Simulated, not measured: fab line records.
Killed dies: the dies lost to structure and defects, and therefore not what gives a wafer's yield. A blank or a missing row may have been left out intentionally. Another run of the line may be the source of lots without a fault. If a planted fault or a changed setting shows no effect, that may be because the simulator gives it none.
fab line records	flow n5Finfet
record lots=10	wafers=28	lastDay=17
route steps=1938 shown MOL_CONTACT_COAG@543 BEOL_M4@1111 PASSIVATION@1936
lots that met no fault: from a run of the same line without faults
startH: hours from the record's opening day to when the first of the lot's shown wafers began	waitH: hours from the lot's prior step to this one	" unchanged from the row above	L1.1+2: several wafers, shown together as one row	- value missing, or start not given	* or withheld: withheld	< > ~ a bound
route shown NAME@n: NAME is a module with steps in the file, n the number in the route of the first one	usual: mean and standard deviation over wafers with no fault	same: alike in all rows	chamber/n: place in a boat	sites: readings site by site	_std_site: standard deviation of those values	_edge_site: mean of outer sites minus mean of inner sites	radiusMm: how far each site lies from the wafer's centre	mask NAME#n: copy n	behind: the last tool/chamber to shape the wafer	hold: why the lot was held/for how many hours/how that ended	device: transistor that didn't switch, given as n, p or np	end of line: the route-end tests of the same wafers	a step with no rows: only its recipe	killed: the dies lost at the first sort to structure and to defects; this is not the yield of the wafer	map: dies across one wafer; x = killed, . = not, _ = none there
set.NAME: the run value of the setting; set.NAME@STEP: its run value at that earlier step	model.NAME: the simulator's own value behind a step, which no gauge read
one table for each step of the route and one row for each wafer, over a sample of lots
services: a tool's chamber out of use, with start hour (startH, from the record's first day; less than 0 if before it), hours out, and reason
## steps
# step N5_MOL_CONTACT_COAG_TI_SIL_19
# recipe material=Ti	targetThkA=42	tempC=200	chamberPressurePa=5	powerW=5000	timeS=15
# usual chamberPressurePa=5.001/0.0093	susceptorTempC=200.01/0.15	throttleValvePct=29.8/0.96
lot.wafer	tool	chamber	startH	waitH	chamberPressurePa	susceptorTempC	throttleValvePct
L238.1	pvdSputter-03	-	89.47	1.9	5.003	199.85	27.7
L238.3	"	-	"	"	4.988	199.74	29.1
L238.5	"	-	"	"	5.002	199.47	29.3
L240.1	pvdSputter-03	-	105.31	0.3	5.006	200.07	30.0
L240.4	"	-	"	"	4.993	200.09	29.0
L240.5	"	-	"	"	5.006	200.16	29.9
L241.1	pvdSputter-01	-	107.19	0.2	5.005	200.17	30.2
L241.4	"	-	"	"	5.003	200.19	28.8
L241.6	"	-	"	"	4.995	199.89	30.8
L242.1	pvdSputter-01	-	114.09	0.4	5.014	200.08	28.8
L242.2	"	-	"	"	4.990	200.24	30.8
L242.3	"	-	"	"	5.014	200.07	29.8
L245.2	pvdSputter-03	-	145.26	0.1	4.987	200.20	27.9
L245.4	"	-	"	"	5.018	199.91	31.3
L245.5	"	-	"	"	5.000	199.91	31.3
L248.4	pvdSputter-02	-	150.85	0.1	5.013	199.72	28.2
L248.5	"	-	"	"	4.995	200.01	30.4
L249.2	pvdSputter-01	-	161.30	0.2	5.016	200.10	28.9
L249.4	"	-	"	"	5.005	199.98	31.0
L254.1	pvdSputter-02	-	199.06	0.2	5.012	200.26	28.6
L254.2	"	-	"	"	4.995	199.96	30.4
L254.3	"	-	"	"	5.002	199.89	30.2
L260.1	pvdSputter-02	-	227.55	0.3	4.986	200.18	30.5
L260.2	"	-	"	"	5.010	199.94	29.7
L260.6	"	-	"	"	4.997	200.11	30.0
L261.1	pvdSputter-02	-	232.67	0.3	4.991	200.03	28.5
L261.2	"	-	"	"	4.994	200.01	29.0
L261.4	"	-	"	"	5.005	200.06	30.1
# step N5_MOL_CONTACT_COAG_ALD_20
# recipe material=TiN	targetThkA=15	tempC=400	aldPrecursorFamily=TiCl4	aldCoReactant=NH3	pulseTimeS=1	purgeTimeS=3	coReactantPurgeTimeS=2	coReactantPulseTimeS=2	aldCycles=68	pressureTorr=3
# usual coReactantPulseTimeS=2/0	heaterPowerW=885/87	precursorPulseHeightRel=1.001/0.02	susceptorTempC=400.01/0.23
lot.wafer	tool	chamber	startH	waitH	coReactantPulseTimeS	heaterPowerW	precursorPulseHeightRel	susceptorTempC
L238.1	aldMetal-02	2	89.59	0.1	2	774	1.018	399.88
L238.3	"	0	"	"	2	983	0.975	399.99
L238.5	"	3	"	"	2	860	0.992	400.12
L240.1	aldMetal-04	1	105.43	0.1	2	1032	1.018	399.86
L240.4	"	2	"	"	2	743	0.987	400.17
L240.5	"	1	"	"	2	1018	0.998	399.92
L241.1	aldMetal-02	3	107.31	0.1	2	873	0.981	399.86
L241.4	"	1	"	"	2	934	1.022	399.93
L241.6	"	0	"	"	2	981	1.023	400.33
L242.1	aldMetal-02	3	114.21	0.1	2	876	0.973	400.30
L242.2	"	2	"	"	2	780	1.019	400.21
L242.3	"	0	"	"	2	980	1.027	400.06
L245.2	aldMetal-04	2	145.38	0.1	2	754	0.984	400.10
L245.4	"	0	"	"	2	938	0.979	400.08
L245.5	"	0	"	"	2	957	1.005	400.39
L248.4	aldMetal-02	0	150.97	0.1	2	972	0.988	400.14
L248.5	"	2	"	"	1.5269	787	0.985	-
L249.2	aldMetal-02	1	161.43	0.1	1.5269	949	1.001	-
L249.4	"	3	"	"	2	855	0.983	399.97
L254.1	aldMetal-04	3	199.27	0.2	2	837	0.996	399.97
L254.2	"	0	"	"	2	943	0.987	399.89
L254.3	"	1	"	"	2	1049	0.994	399.93
L260.1	aldMetal-03	2	227.68	0.1	2	834	0.960	400.14
L260.2	"	3	"	"	2	1040	1.001	400.17
L260.6	"	1	"	"	2	820	0.987	399.96
L261.1	aldMetal-03	0	232.79	0.1	2	803	0.987	399.99
L261.2	"	3	"	"	2	1021	1.038	400.03
L261.4	"	2	"	"	2	818	0.955	400.05
# step N5_MOL_CONTACT_COAG_SPUTTER_143
# recipe material=Co	targetThkA=25	tempC=25	chamberPressurePa=0.2
# usual chamberPressurePa=0.2000/0.0004	susceptorTempC=24.99/0.11	throttleValvePct=29.8/1
lot.wafer	tool	chamber	startH	waitH	chamberPressurePa	susceptorTempC	throttleValvePct
L238.1	pvdSputter-01	-	90.45	0.0	0.1997	24.86	29.9
L238.3	"	-	"	"	0.2004	25.05	30.9
L238.5	"	-	"	"	0.1999	25.02	28.4
L240.1	pvdSputter-01	-	107.43	0.0	0.2000	24.90	28.6
L240.4	"	-	"	"	0.1998	24.97	29.9
L240.5	"	-	"	"	0.2001	24.95	31.0
L241.1	pvdSputter-01	-	108.11	0.0	0.2001	25.07	29.8
L241.4	"	-	"	"	0.1999	25.13	28.7
L241.6	"	-	"	"	0.2002	25.11	30.0
L242.1	pvdSputter-02	-	115.04	0.0	0.2001	25.05	30.1
L242.2	"	-	"	"	0.1996	24.92	28.6
L242.3	"	-	"	"	0.2004	24.94	30.1
L245.2	pvdSputter-01	-	146.03	0.0	0.1999	25.09	28.6
L245.4	"	-	"	"	0.2000	24.90	31.1
L245.5	"	-	"	"	0.1998	24.88	30.9
L248.4	pvdSputter-02	-	153.33	0.0	0.1996	24.94	30.2
L248.5	"	-	"	"	0.2001	24.91	30.1
L249.2	pvdSputter-03	-	162.60	0.0	0.1998	24.97	29.2
L249.4	"	-	"	"	0.1994	24.86	27.8
L254.1	pvdSputter-03	-	200.24	0.0	0.2004	25.03	29.2
L254.2	"	-	"	"	0.2004	25.12	30.0
L254.3	"	-	"	"	0.1996	25.07	31.3
L260.1	pvdSputter-03	-	229.44	0.0	0.2004	25.02	30.0
L260.2	"	-	"	"	0.1999	25.05	31.2
L260.6	"	-	"	"	0.1994	25.02	31.4
L261.1	pvdSputter-02	-	233.57	0.0	0.1997	25.08	28.4
L261.2	"	-	"	"	0.1998	25.04	30.5
L261.4	"	-	"	"	0.2009	25.21	29.9
# step N5_MOL_CONTACT_COAG_PRE_CLEAN_142
# recipe gas=H2/He	timeS=60	tempC=300
# usual heaterPowerW=454/37	susceptorTempC=300.03/0.18
lot.wafer	tool	chamber	startH	waitH	heaterPowerW	susceptorTempC
L238.1	pvdSputter-01	-	93.26	1.8	368	300.31
L238.3	"	-	"	"	488	299.70
L238.5	"	-	"	"	371	300.16
L240.1	pvdSputter-01	-	110.55	2.0	487	300.29
L240.4	"	-	"	"	438	299.98
L240.5	"	-	"	"	364	299.83
L241.1	pvdSputter-03	-	110.65	1.6	406	299.79
L241.4	"	-	"	"	440	300.08
L241.6	"	-	"	"	455	299.92
L242.1	pvdSputter-03	-	118.11	1.8	434	300.20
L242.2	"	-	"	"	411	299.86
L242.3	"	-	"	"	474	299.63
L245.2	pvdSputter-02	-	150.13	3.1	486	300.19
L245.4	"	-	"	"	469	300.32
L245.5	"	-	"	"	469	300.00
L248.4	pvdSputter-02	-	156.75	2.1	447	300.15
L248.5	"	-	"	"	474	299.80
L249.2	pvdSputter-01	-	166.03	2.4	363	300.19
L249.4	"	-	"	"	446	299.78
L254.1	pvdSputter-01	-	203.47	2.3	361	300.19
L254.2	"	-	"	"	499	299.91
L254.3	"	-	"	"	438	299.66
L260.1	pvdSputter-02	-	232.51	2.1	476	300.14
L260.2	"	-	"	"	463	300.26
L260.6	"	-	"	"	460	300.11
L261.1	pvdSputter-01	-	236.38	1.9	488	300.14
L261.2	"	-	"	"	443	299.67
L261.4	"	-	"	"	375	299.75
# step N5_BEOL_M4_RC_MEAS_101
# usual DIBL_N=36.3/1.2	DIBL_P=36.7/1.5	IOFF_N=0.164/0.02	IOFF_P=0.214/0.024	ION_N=673/8.5	ION_P=461/5.9	SS_N=71.6/0.44	SS_P=73.3/0.55	VT_N=249.4/2.4	VT_P=-250.0/2.3
lot.wafer	tool	chamber	startH	waitH	DIBL_N[mV/V]	DIBL_P[mV/V]	IOFF_N[nA/um]	IOFF_P[nA/um]	ION_N[uA/um]	ION_P[uA/um]	SS_N[mV/dec]	SS_P[mV/dec]	VT_N[mV]	VT_P[mV]
L238.1	prober-01	0	158.09	0.0	36.3	35.8	0.162	0.194	674	458	71.9	73.4	249.4	-251.8
L238.3	"	0	"	"	35.6	34.9	0.149	0.182	654	449	71.7	73.3	250.6	-255.3
L238.5	"	0	"	"	36.4	35.2	0.160	0.188	655	453	71.4	74.0	249.2	-251.0
L241.1	prober-02	0	174.60	0.0	37.0	37.7	0.187	0.214	688	461	72.5	73.3	246.9	-248.0
L241.4	"	0	"	"	35.4	36.0	0.150	0.183	673	456	71.9	73.1	251.1	-253.8
L241.6	"	0	"	"	34.7	35.2	0.138	0.173	665	456	71.7	72.8	250.6	-253.1
L242.1	prober-01	0	188.99	0.0	36.0	36.0	0.149	0.187	658	446	71.7	73.1	253.4	-250.9
L242.2	"	0	"	"	36.0	35.6	0.144	0.178	661	452	71.4	73.0	253.4	-251.6
L242.3	"	0	"	"	36.9	37.8	0.173	0.210	673	458	72.4	73.6	250.8	-251.3
L240.1	prober-01	0	194.75	0.0	35.1	36.3	0.140	0.184	657	452	71.0	72.7	250.2	-253.4
L240.4	"	0	"	"	34.0	34.5	0.123	0.166	662	454	71.6	72.7	251.7	-255.6
L240.5	"	0	"	"	35.6	37.5	0.162	0.199	678	459	71.6	73.4	249.5	-253.3
L245.2	prober-02	0	225.39	0.2	34.4	35.5	0.140	0.198	668	457	71.3	72.5	252.3	-248.4
L245.4	"	0	"	"	36.3	37.5	0.174	0.229	675	464	71.7	73.4	248.8	-248.3
L245.5	"	0	"	"	35.7	36.6	0.159	0.215	668	458	71.5	73.4	250.5	-249.8
L248.4	prober-01	0	230.99	0.5	37.1	37.1	0.197	0.226	686	462	72.0	73.9	243.9	-252.1
L248.5	"	0	"	"	36.1	37.2	0.175	0.225	676	459	71.8	73.9	247.5	-248.6
L249.2	prober-02	0	233.36	0.2	38.5	39.1	0.217	0.266	692	470	72.3	74.8	247.0	-248.6
L249.4	"	0	"	"	36.8	37.5	0.172	0.242	673	459	72.2	74.5	250.8	-247.8
L254.1	prober-02	0	269.18	0.0	36.0	36.7	0.159	0.232	679	466	72.1	73.3	249.3	-248.2
L254.2	"	0	"	"	34.2	33.7	0.129	0.190	669	463	71.5	72.7	251.4	-248.6
L254.3	"	0	"	"	35.2	34.7	0.141	0.192	663	457	71.1	72.7	250.4	-251.4
L260.1	prober-02	0	302.79	0.0	38.4	38.8	0.186	0.236	677	466	71.4	73.5	249.3	-249.4
L260.2	"	0	"	"	39.1	39.1	0.205	0.240	685	467	72.2	73.5	246.7	-248.1
L260.6	"	0	"	"	37.7	37.5	0.175	0.207	684	463	71.6	72.5	248.6	-252.9
L261.1	prober-02	0	307.18	0.0	36.3	38.1	0.159	0.214	680	465	71.2	73.8	251.0	-251.5
L261.2	"	0	"	"	36.1	38.3	0.160	0.214	672	465	71.2	73.3	251.5	-250.7
L261.4	"	0	"	"	38.6	40.1	0.200	0.258	682	469	72.3	74.7	247.2	-249.7
# step N5_PASSIVATION_PROBE_49
# usual defectLimitedYield=91.2/1.5	killed_at_M0_to_M3=35/11	killed_at_M4_up=13/5.6	killedAtContacts=13/6.3	killedAtFrontEnd=38/12	killedAtOther=3.7/2.9	killedDies=104/18	killedOpen=69/13	killedShort=34/8.3	sort_bin_5_function=5.2/0.95	sort_bin_6_memory=3.3/0.68	sortNPass=1076/18	sortYieldPct=91.2/1.5
# same grossDies=1180	killedAtBackSide=0	sort_bin_4_leakage[%]=0	sort_bin_8_speed[%]=0
lot.wafer	tool	chamber	startH	waitH	defectLimitedYield[%]	killed_at_M0_to_M3	killed_at_M4_up	killedAtContacts	killedAtFrontEnd	killedAtOther	killedDies	killedOpen	killedShort	sort_bin_5_function[%]	sort_bin_6_memory[%]	sortNPass	sortYieldPct[%]
L238.1	prober-02	-	244.67	0.0	91.6	36	8	15	31	9	99	67	29	5.3	2.9	1081	91.6
L238.3	prober-02	-	244.77	0.1	91.9	25	14	13	35	9	96	63	33	4.6	3.3	1084	91.9
L238.5	prober-02	-	244.87	0.2	93.6	32	6	4	28	5	75	38	34	3.1	3.1	1105	93.6
L241.1	prober-01	-	268.10	0.0	92.5	43	15	7	22	2	89	56	32	4.7	2.5	1091	92.5
L241.4	prober-01	-	268.25	0.2	93.2	41	13	2	22	2	80	55	25	3.6	2.9	1100	93.2
L241.6	prober-01	-	268.35	0.3	92.8	41	5	17	22	0	85	58	24	4.3	2.7	1095	92.8
L248.4	prober-01	-	337.99	0.2	87.5	66	11	6	59	6	148	96	48	7.5	4.6	1032	87.5
L248.5	prober-01	-	338.04	0.2	88.7	54	14	18	43	4	133	79	50	7.0	3.6	1047	88.7
L249.2	prober-01	-	341.59	0.1	91.9	11	19	5	60	0	95	63	32	5.1	2.8	1085	91.9
L254.1	prober-01	-	378.64	0.0	90.3	37	13	16	47	2	115	86	28	5.3	4.3	1065	90.3
L254.2	prober-01	-	378.69	0.1	92.5	21	7	20	37	3	88	59	29	4.7	2.5	1092	92.5
L254.3	prober-01	-	378.74	0.1	91.4	39	5	30	25	2	101	75	25	4.2	4.0	1079	91.4
# killed by level:class
L238.1 MOL_CONTACT_COAG:geometricParticle:open=13 FIN_SAQP:geometricParticle:open=10 BEOL_M1:geometricParticle:open=10 BEOL_M0_SAQP:geometricParticle:open=7 BEOL_M2:geometricParticle:open=6 BEOL_M0_SAQP:geometricParticle:short=5 GATE_CUT:geometricParticle:short=4 STI_FIN_REVEAL:geometricParticle:open=3
L238.3 MOL_CONTACT_COAG:geometricParticle:open=11 FIN_SAQP:geometricParticle:short=8 DUMMY_GATE:geometricParticle:open=7 FIN_SAQP:geometricParticle:open=5 BEOL_M0_SAQP:geometricParticle:open=5 BEOL_M2:geometricParticle:open=5 BEOL_M3:geometricParticle:open=5 BEOL_M5:geometricParticle:open=5
L238.5 BEOL_M0_SAQP:geometricParticle:short=13 BEOL_M0_SAQP:geometricParticle:open=12 STARTING-WAFER:geometricParticle:short=6 GATE_CUT:geometricParticle:short=5 STI_FIN_REVEAL:geometricParticle:short=4 MOL_CONTACT_COAG:geometricParticle:open=3 BEOL_M2:geometricParticle:open=3 FIN_SAQP:geometricParticle:short=2
L241.1 BEOL_M3:geometricParticle:open=19 BEOL_M0_SAQP:geometricParticle:short=11 BEOL_M4:geometricParticle:open=9 MOL_CONTACT_COAG:geometricParticle:open=6 STI_FIN_REVEAL:geometricParticle:open=4 GATE_CUT:geometricParticle:short=4 FIN_SAQP:geometricParticle:short=3 BEOL_M0_SAQP:geometricParticle:open=3
L241.4 BEOL_M3:geometricParticle:open=13 BEOL_M0_SAQP:geometricParticle:open=9 GATE_CUT:geometricParticle:short=7 BEOL_M1:geometricParticle:open=6 BEOL_M0_SAQP:geometricParticle:short=5 FIN_SAQP:geometricParticle:open=4 GATE_CUT:geometricParticle:open=4 BEOL_M3:geometricParticle:short=3
L241.6 MOL_CONTACT_COAG:geometricParticle:open=13 BEOL_M3:geometricParticle:open=11 BEOL_M0_SAQP:geometricParticle:open=8 BEOL_M3:geometricParticle:short=7 MOL_CONTACT_COAG:geometricParticle:short=4 BEOL_M0_SAQP:geometricParticle:short=4 BEOL_M1:geometricParticle:open=4 FIN_SAQP:geometricParticle:open=3
L248.4 BEOL_M0_SAQP:geometricParticle:open=27 STI_FIN_REVEAL:geometricParticle:open=20 BEOL_M0_SAQP:geometricParticle:short=19 BEOL_M1:geometricParticle:open=9 FIN_SAQP:geometricParticle:short=6 FIN_SAQP:geometricParticle:open=5 MOL_CONTACT_COAG:geometricParticle:open=5 BEOL_M2:geometricParticle:open=5
L248.5 BEOL_M0_SAQP:geometricParticle:open=24 BEOL_M0_SAQP:geometricParticle:short=20 MOL_CONTACT_COAG:geometricParticle:open=14 STI_FIN_REVEAL:geometricParticle:open=8 FIN_SAQP:geometricParticle:short=7 FIN_SAQP:geometricParticle:open=6 GATE_CUT:geometricParticle:short=5 FIN_CUT:geometricParticle:short=3
L249.2 STI_FIN_REVEAL:geometricParticle:open=19 FIN_SAQP:geometricParticle:open=16 BEOL_M4:geometricParticle:open=8 FIN_SAQP:geometricParticle:short=8 BEOL_M0_SAQP:geometricParticle:short=4 BEOL_M8:geometricParticle:short=3 MOL_CONTACT_COAG:geometricParticle:short=3 BEOL_M8:geometricParticle:open=3
L254.1 FIN_SAQP:geometricParticle:open=20 BEOL_M3:geometricParticle:open=13 MOL_CONTACT_COAG:geometricParticle:open=13 BEOL_M4:geometricParticle:open=9 BEOL_M0_SAQP:geometricParticle:open=8 BEOL_M2:geometricParticle:open=6 FIN_SAQP:geometricParticle:short=5 ILD0:geometricParticle:short=5
L254.2 MOL_CONTACT_COAG:geometricParticle:open=17 FIN_SAQP:geometricParticle:open=9 BEOL_M2:geometricParticle:open=8 GATE_CUT:geometricParticle:short=7 BEOL_M4:geometricParticle:open=6 GATE_CUT:geometricParticle:open=4 MOL_CONTACT_COAG:geometricParticle:short=3 BEOL_M0_SAQP:geometricParticle:short=3
L254.3 MOL_CONTACT_COAG:geometricParticle:open=23 BEOL_M2:geometricParticle:open=9 MOL_CONTACT_COAG:geometricParticle:short=7 BEOL_M1:geometricParticle:open=7 BEOL_M3:geometricParticle:open=7 BEOL_M0_SAQP:geometricParticle:open=6 STI_FIN_REVEAL:geometricParticle:open=5 BEOL_M0_SAQP:geometricParticle:short=5
## services
tool	chamber	startH	hours	kind
aldMetal-02	1	69.05	24.0	repair
aldMetal-04	-	110.42	12.1	repair
aldMetal-03	3	141.46	3.9	repair
aldMetal-03	1	160.26	65.4	repair
aldMetal-03	1	231.04	5.1	repair
## key
firstSign step=N5_MOL_CONTACT_COAG_ALD_20	reading=coReactantPulseTimeS	direction=down	sigmas=99+	usual=*	struck=*
effect none on later readings
metAt N5_MOL_CONTACT_COAG_ALD_20
struckLots L248,L249
struckWafers L248.5,L249.2
notActingAt N5_MOL_CONTACT_COAG_TI_SIL_19,N5_MOL_CONTACT_COAG_SPUTTER_143,N5_MOL_CONTACT_COAG_PRE_CLEAN_142
onsetBetween 114.21 150.97
fault kind=processParameterDrift	tool=aldMetal-02	chamber=-	onsetH=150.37	steps=N5_MOL_CONTACT_COAG_ALD_20	channel=coReactantPulseTimeS	offset=*	shape=step	endH=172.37	scope=struckWafersOnly	actsIn=*	stated=*
